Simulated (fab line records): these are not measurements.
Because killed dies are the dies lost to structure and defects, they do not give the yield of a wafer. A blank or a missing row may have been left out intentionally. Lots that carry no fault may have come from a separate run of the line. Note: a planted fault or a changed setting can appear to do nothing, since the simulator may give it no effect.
Chamber matching	flow n5-finfet	3 sister chambers for N5_GATE_CUT_PECVD_57 on pecvd-03
The step deposits SiNx from SiH4/NH3/N2, target thk 21 nm. 3 wafers are shown with their chamber, then 12 later ones without.

EACH WAFER AND ITS CHAMBER
wafer	chamber	throttle-valve-pct (%)
L083.5	1	40.2
L089.4	0	44.2
L089.6	2	38.1

WAFERS MISSING THEIR CHAMBER
wafer	throttle-valve-pct (%)
L092.2	38.5
L092.4	44.4
L092.6	38.5
L094.1	40.1
L094.2	44.4
L094.3	38.8
L094.4	44.2
L094.5	39.8
L094.6	38.7
L095.1	40.0
L095.2	38.6
L095.5	44.2

CHAMBER TAKEN BY EACH
wafer	from the rows above	in truth
L092.2	2	2
L092.4	0	0
L092.6	2	2
L094.1	1	1
L094.2	0	0
L094.3	can't be placed: 2 or 1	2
L094.4	0	0
L094.5	1	1
L094.6	2	2
L095.1	1	1
L095.2	2	2
L095.5	0	0
Correctly placed: 11 of 12. Cannot be placed on the basis of these rows: 1; the candidates contain the true chamber in 1. Wrongly placed: 0.
How it was worked out, from the rows above alone: a wafer's distance from a chamber is the root of the sum, over the readings, of the square of ((its reading less the chamber's mean) divided by the reading's scatter). If the next closest chamber is less than 2 further off than the closest, the wafer can't be placed; otherwise it belongs to the closest. Each chamber's mean is taken over the wafers shown for it. The scatter: with one shown wafer a chamber, the root of the mean of the squares of how far each hidden wafer lies from its nearest shown one.
